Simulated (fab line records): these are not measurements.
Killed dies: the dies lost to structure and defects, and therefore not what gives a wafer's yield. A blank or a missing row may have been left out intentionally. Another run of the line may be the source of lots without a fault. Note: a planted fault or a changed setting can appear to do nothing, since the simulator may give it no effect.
A lot that was struck, set against a sound lot	flow nand harc	13 out of 1159 route steps
Sound: these wafers, L120.2, L120.3, L120.6. Struck: wafer L125.2. (L125.5, L125.6 of the same lot were not struck and are left out.) The cause comes at the end.
Order at every step that has rows: each side's tool, ch and its chambers, its first start. Under that, the readings that differ: sound wafers	struck wafers	difference of the means	sigmas: that difference in standard deviations of wafers without a fault.
alike: words and numbers the same on both sides, and readings whose means are apart by under 2 such deviations; not compared: readings that were withheld, readings missing a value for some wafer, numbers with overlapping values and no deviation given by the record, and bounds like >300 which may hide the same value.
Wherever a step has rows on one side only, a row that says differs or no value, or a row with sigmas, the two part there. Numbers that have no deviation but don't overlap get no sigmas and don't part them. A reading that every wafer of one side lacks parts them only if that side has two wafers or more.

NHARC_A_CHANNEL_FILL_D1_ALD_25: deposits SiOx, target thk 60 nm, pulse time 10 s, ald cycles 600.
  sound on ald hk-03 ch 1,2,3, day 10 14:44; struck on ald hk-02 ch 3, day 11 19:13
  alike: heater power w, precursor pulse height rel, susceptor temp C
  not compared: since wet clean h
NHARC_A_CHANNEL_FILL_D1_ETCHBACK_08: etches the open film in C4F8, target depth 220 nm, time 110 s.
  sound on rie diel-05 ch 1,2; struck on rie diel-04 ch 1
reading	sound	struck	difference	sigmas
oes product au (a.u.)	1.00 1.01 1.00	0.93	-0.07	-2
  alike: rf vpp V
  not compared: rf hours counter h
NHARC_A_CHANNEL_FILL_D1_STRIP_29: strips in O2, time 20 s.
  sound on rie diel-05 ch 2,3; struck on rie diel-04 ch 2
reading	sound	struck	difference	sigmas
showerhead plenum p Torr (Torr)	3.79 3.77 3.79	3.49	-0.29	-2
  alike: drypump motor current A, oes product au, rf vpp V, throttle valve pct
  not compared: rf hours counter h
then, 3 steps without rows for these wafers: NHARC_A_CHANNEL_FILL_D1_PRECLEAN_30 (cleans in dHF, time 30 s); NHARC_A_CHANNEL_FILL_D1_SRD_31; NHARC_A_CHANNEL_FILL_D1_CVD_09 (deposits poly-Si, target thk 150 nm, time 3000 s).
NHARC_A_CHANNEL_FILL_D1_CMP_10: polishes, target thk 150 nm.
  sound on cmp-04 ch 0,1,2, day 11 02:13; struck on cmp-01 ch 0, day 12 05:23
reading	sound	struck	difference	sigmas
motor current A (A)	14.1 15.1 12.4	8.9	-5.0	-3
  alike: edge zone pressure frac, time to endpoint s
next, for these wafers, 1 step has no rows: NHARC_A_CHANNEL_FILL_D1_SRD_12.
NHARC_A_CHANNEL_FILL_D1_RTA_24: time 5 s.
  sound on rtp anneal-01 ch 0, day 11 02:38; struck on rtp anneal-02 ch 0, day 12 05:46
  alike: lamp power pct, wafer_temp_C_max
NHARC_A_CHANNEL_FILL_D1_INSPECT_13:
  struck on defect inspect-01, day 12 05:56; sound on defect inspect-01, day 11 02:49
  alike: raw defect count
NHARC_A_STAIRCASE_DEP_156: deposits SiNx, target thk 50 nm.
  sound on pecvd-02 ch 0,2, day 11 02:52; struck on pecvd-02 ch 0, day 12 06:01
reading	sound	struck	difference	sigmas
rf fwd power W (W)	448.2 448.4 447.5	378.1	-69.9	-47
  alike: heater power w, susceptor temp C
  not compared: since wet clean h
then, 1 step without rows for these wafers: NHARC_A_STAIRCASE_DEHYDRATE_158 (time 120 s).
-- break in the record here, with 11 days between the starts of the struck wafers on either side (left off in module A_STAIRCASE, picked up again in module END, where the first step shown is number 1159 on the route) --
NHARC_END_SORT_01:
  sound on prober-01 ch 0, day 22 17:50; struck on prober-02 ch 0, day 23 09:31
  alike: killed at array, killed at other, killed at periphery, killed dies, killed open, killed short

## WHERE THEY PART
Last at NHARC_A_STAIRCASE_DEP_156 as far as this record goes, first at NHARC_A_CHANNEL_FILL_D1_ETCHBACK_08. Later steps at which nothing parts them and some readings are alike: NHARC_END_SORT_01.

WHY: what had been put in by the simulator
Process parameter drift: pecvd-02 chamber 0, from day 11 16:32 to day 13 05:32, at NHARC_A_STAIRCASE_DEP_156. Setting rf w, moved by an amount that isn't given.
